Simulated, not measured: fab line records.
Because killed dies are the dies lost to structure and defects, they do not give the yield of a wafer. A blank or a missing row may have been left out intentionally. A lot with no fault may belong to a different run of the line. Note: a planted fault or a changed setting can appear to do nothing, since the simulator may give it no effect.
A struck lot beside a sound one / flow nand_harc / 15 out of 1302 route steps
Sound: the wafers L954.3, L954.4, L954.6. Struck: wafer L964.4 (left out: L964.3, L964.5 of the same lot, which were not struck); the cause appears at the end.
Each step with rows lists, per side, the tool, then ch with its chambers, then its first start. Under that, the readings that differ: sound wafers / struck wafers / difference of the means / sigmas: that difference in standard deviations of wafers without a fault.
alike: a reading whose means differ by less than 2 such deviations, as well as words and numbers matching on both sides. not compared: withheld readings; readings where some wafer has no value; bounds like >300 that might hide an equal value; numbers whose values overlap and for which the record gives no deviation.
A row with sigmas, a row that says differs or no value, or rows on one side alone: a step with any of these is where the two part. When numbers do not overlap yet have no deviation, they are printed without sigmas and do not part them. A reading that every wafer of one side lacks parts them only if that side has two wafers or more.

NHARC_A_CHANNEL_FILL_D2_ALD_16: deposits SiO2, target thk 1.5 nm, pulse time 10 s, ald cycles 15.
  sound on ald_hk-02 ch 1,2, day 15 08:52; struck on ald_hk-03 ch 0, day 19 10:17
  alike: heater_power_w, precursor_pulse_height_rel
then, 2 steps without rows for these wafers: NHARC_A_CHANNEL_FILL_D2_ANNEAL_17 (time 1800 s); NHARC_A_CHANNEL_FILL_D2_CVD_18 (deposits poly-Si, target thk 3 nm).
NHARC_A_CHANNEL_FILL_D2_ETCHBACK_19: etches the open film in HBr/Cl2, target depth 5 nm, time 1.7 s.
  sound on rie_si-05 ch 0,1,3, day 15 23:45; struck on rie_si-02 ch 0, day 19 21:42
  alike: drypump_motor_current_A, oes_product_au, throttle_valve_pct
  not compared: rf_hours_counter_h
NHARC_A_CHANNEL_FILL_D2_ETCHBACK_20: etches the open film in C4F8/O2/Ar, target depth 27 nm, time 13.5 s.
  sound on rie_diel-02 ch 0,1,2, day 15 23:52; struck on rie_diel-02 ch 3, day 19 21:50
  alike: oes_product_au, rf_vpp_V, run_length_s
  not compared: rf_hours_counter_h
NHARC_A_CHANNEL_FILL_D2_STRIP_28: strips in O2, time 20 s.
  sound on rie_diel-02 ch 0,2,3, day 15 23:57; struck on rie_diel-02 ch 2, day 19 21:56
  alike: drypump_motor_current_A, oes_product_au, rf_vpp_V, showerhead_plenum_p_Torr, throttle_valve_pct
  not compared: rf_hours_counter_h
then, 4 steps without rows for these wafers: NHARC_A_CHANNEL_FILL_D2_PRECLEAN_21 (cleans in dHF, time 30 s); NHARC_A_CHANNEL_FILL_D2_SRD_23; NHARC_A_CHANNEL_FILL_D2_CVD_05 (deposits poly-Si, target thk 5 nm); NHARC_A_CHANNEL_FILL_D2_ANNEAL_22 (time 7200 s).
NHARC_A_CHANNEL_FILL_D2_THK_MEAS_06: measures by ellipsometry.
  struck on film_metro-02, day 20 09:16; sound on film_metro-02, day 16 12:20
  alike: thk_nm
then, 1 step without rows for these wafers: NHARC_A_CHANNEL_FILL_D2_ALD_25 (deposits SiOx, target thk 60 nm, pulse time 10 s, ald cycles 600).
NHARC_A_CHANNEL_FILL_D2_ETCHBACK_08: etches the open film in C4F8, target depth 220 nm, time 110 s.
  sound on rie_diel-02 ch 1,3, day 16 17:56; struck on rie_diel-05 ch 3, day 20 14:51
reading=oes_product_au (a.u.); sound=0.92 0.92 0.91; struck=1.01; difference=+0.09; sigmas=+3
reading=run_length_s (s); sound=131.4 131.3 131.7; struck=194.6; difference=+63.1; sigmas=+99 or more
  alike: rf_vpp_V
  not compared: rf_hours_counter_h
NHARC_A_CHANNEL_FILL_D2_STRIP_29: strips in O2, time 20 s.
  sound on rie_diel-02 ch 0,1,3; struck on rie_diel-05 ch 2
  alike: drypump_motor_current_A, oes_product_au, rf_vpp_V, showerhead_plenum_p_Torr, throttle_valve_pct
  not compared: rf_hours_counter_h
NHARC_END_SORT_01:
  the record has rows for the sound wafers here (prober-01 ch 0, day 27 09:15) and none for the struck ones

WHERE THEY PART
Last at NHARC_END_SORT_01 as far as this record goes, first at NHARC_A_CHANNEL_FILL_D2_ETCHBACK_08.

WHY: what had been put in by the simulator
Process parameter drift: rie_diel-05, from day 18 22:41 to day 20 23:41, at NHARC_A_CHANNEL_FILL_D2_ETCHBACK_08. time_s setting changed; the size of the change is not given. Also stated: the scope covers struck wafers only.
